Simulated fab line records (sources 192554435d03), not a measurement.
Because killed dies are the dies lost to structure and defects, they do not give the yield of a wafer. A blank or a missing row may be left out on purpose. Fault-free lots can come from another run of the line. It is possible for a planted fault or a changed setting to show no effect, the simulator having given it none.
Matching of chambers || flow n5_finfet || 4 sister chambers for N5_HKMG_FIN_DESCUM_17 on rie_diel-06
The step chemistry O2, time 7.9 s. 14 wafers are shown with their chamber, then 7 later ones without.

## WAFERS PAIRED WITH THEIR CHAMBERS
{"wafer": "L074.1", "chamber": 2, "drypump_motor_current_A (A)": 5.4, "showerhead_plenum_p_Torr (Torr)": 2.16, "oes_product_au (a.u.)": 0.70}
{"wafer": "L074.5", "chamber": 0, "drypump_motor_current_A (A)": 5.2, "showerhead_plenum_p_Torr (Torr)": 2.15, "oes_product_au (a.u.)": 0.77}
{"wafer": "L074.6", "chamber": 3, "drypump_motor_current_A (A)": 4.8, "showerhead_plenum_p_Torr (Torr)": 2.06, "oes_product_au (a.u.)": 1.01}
{"wafer": "L076.4", "chamber": 0, "drypump_motor_current_A (A)": 5.3, "showerhead_plenum_p_Torr (Torr)": 2.15, "oes_product_au (a.u.)": 0.76}
{"wafer": "L076.5", "chamber": 3, "drypump_motor_current_A (A)": 4.8, "showerhead_plenum_p_Torr (Torr)": 2.06, "oes_product_au (a.u.)": 1.00}
{"wafer": "L076.6", "chamber": 2, "drypump_motor_current_A (A)": 5.4, "showerhead_plenum_p_Torr (Torr)": 2.16, "oes_product_au (a.u.)": 0.70}
{"wafer": "L077.1", "chamber": 1, "drypump_motor_current_A (A)": 6.5, "showerhead_plenum_p_Torr (Torr)": 2.13, "oes_product_au (a.u.)": 0.88}
{"wafer": "L077.3", "chamber": 2, "drypump_motor_current_A (A)": 5.4, "showerhead_plenum_p_Torr (Torr)": 2.16, "oes_product_au (a.u.)": 0.68}
{"wafer": "L077.6", "chamber": 0, "drypump_motor_current_A (A)": 5.3, "showerhead_plenum_p_Torr (Torr)": 2.15, "oes_product_au (a.u.)": 0.76}
{"wafer": "L078.4", "chamber": 0, "drypump_motor_current_A (A)": 5.3, "showerhead_plenum_p_Torr (Torr)": 2.15, "oes_product_au (a.u.)": 0.77}
{"wafer": "L078.5", "chamber": 2, "drypump_motor_current_A (A)": 5.4, "showerhead_plenum_p_Torr (Torr)": 2.16, "oes_product_au (a.u.)": 0.69}
{"wafer": "L078.6", "chamber": 3, "drypump_motor_current_A (A)": 4.8, "showerhead_plenum_p_Torr (Torr)": 2.06, "oes_product_au (a.u.)": 0.97}
{"wafer": "L084.1", "chamber": 2, "drypump_motor_current_A (A)": 5.4, "showerhead_plenum_p_Torr (Torr)": 2.15, "oes_product_au (a.u.)": 0.68}
{"wafer": "L084.4", "chamber": 0, "drypump_motor_current_A (A)": 5.3, "showerhead_plenum_p_Torr (Torr)": 2.15, "oes_product_au (a.u.)": 0.76}

SIGNATURES (averages over the wafers above)
{"reading": "drypump_motor_current_A", "chamber 0": 5.280, "chamber 1": 6.500, "chamber 2": 5.400, "chamber 3": 4.800, "scatter within a chamber": 0.0283}
{"reading": "showerhead_plenum_p_Torr", "chamber 0": 2.1500, "chamber 1": 2.1300, "chamber 2": 2.1580, "chamber 3": 2.0600, "scatter within a chamber": 0.00283}
{"reading": "oes_product_au", "chamber 0": 0.7640, "chamber 1": 0.8800, "chamber 2": 0.6900, "chamber 3": 0.9933, "scatter within a chamber": 0.0118}
Rule: a wafer's distance from a chamber is the root of the sum, over the readings, of the square of ((its reading less the chamber's mean) divided by the reading's scatter). The wafer belongs to the nearest chamber; if the next one is less than 2 further off, it can't be placed. How the scatter is found: for the shown wafers, subtract from each reading the mean of its chamber, square and add these, divide the total by (wafers less chambers), then take the root.

## WAFERS WITHOUT THEIR CHAMBER
{"wafer": "L084.6", "drypump_motor_current_A (A)": 4.8, "showerhead_plenum_p_Torr (Torr)": 2.06, "oes_product_au (a.u.)": 0.93}
{"wafer": "L088.1", "drypump_motor_current_A (A)": 5.3, "showerhead_plenum_p_Torr (Torr)": 2.14, "oes_product_au (a.u.)": 0.76}
{"wafer": "L088.3", "drypump_motor_current_A (A)": 6.5, "showerhead_plenum_p_Torr (Torr)": 2.12, "oes_product_au (a.u.)": 0.85}
{"wafer": "L088.5", "drypump_motor_current_A (A)": 6.5, "showerhead_plenum_p_Torr (Torr)": 2.12, "oes_product_au (a.u.)": 0.87}
{"wafer": "L094.2", "drypump_motor_current_A (A)": 5.3, "showerhead_plenum_p_Torr (Torr)": 2.14, "oes_product_au (a.u.)": 0.75}
{"wafer": "L094.3", "drypump_motor_current_A (A)": 5.4, "showerhead_plenum_p_Torr (Torr)": 2.15, "oes_product_au (a.u.)": 0.98}
{"wafer": "L094.5", "drypump_motor_current_A (A)": 5.3, "showerhead_plenum_p_Torr (Torr)": 2.14, "oes_product_au (a.u.)": 0.75}

## THE CHAMBER EACH PASSED THROUGH
{"wafer": "L084.6", "from the rows above": 3, "in truth": 3}
{"wafer": "L088.1", "from the rows above": 0, "in truth": 0}
{"wafer": "L088.3", "from the rows above": 1, "in truth": 1}
{"wafer": "L088.5", "from the rows above": 1, "in truth": 1}
{"wafer": "L094.2", "from the rows above": 0, "in truth": 0}
{"wafer": "L094.3", "from the rows above": 0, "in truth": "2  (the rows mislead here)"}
{"wafer": "L094.5", "from the rows above": 0, "in truth": 0}
Placed correctly: 6 of 7. Can't be placed from these rows: 0. Wrongly placed: 1.
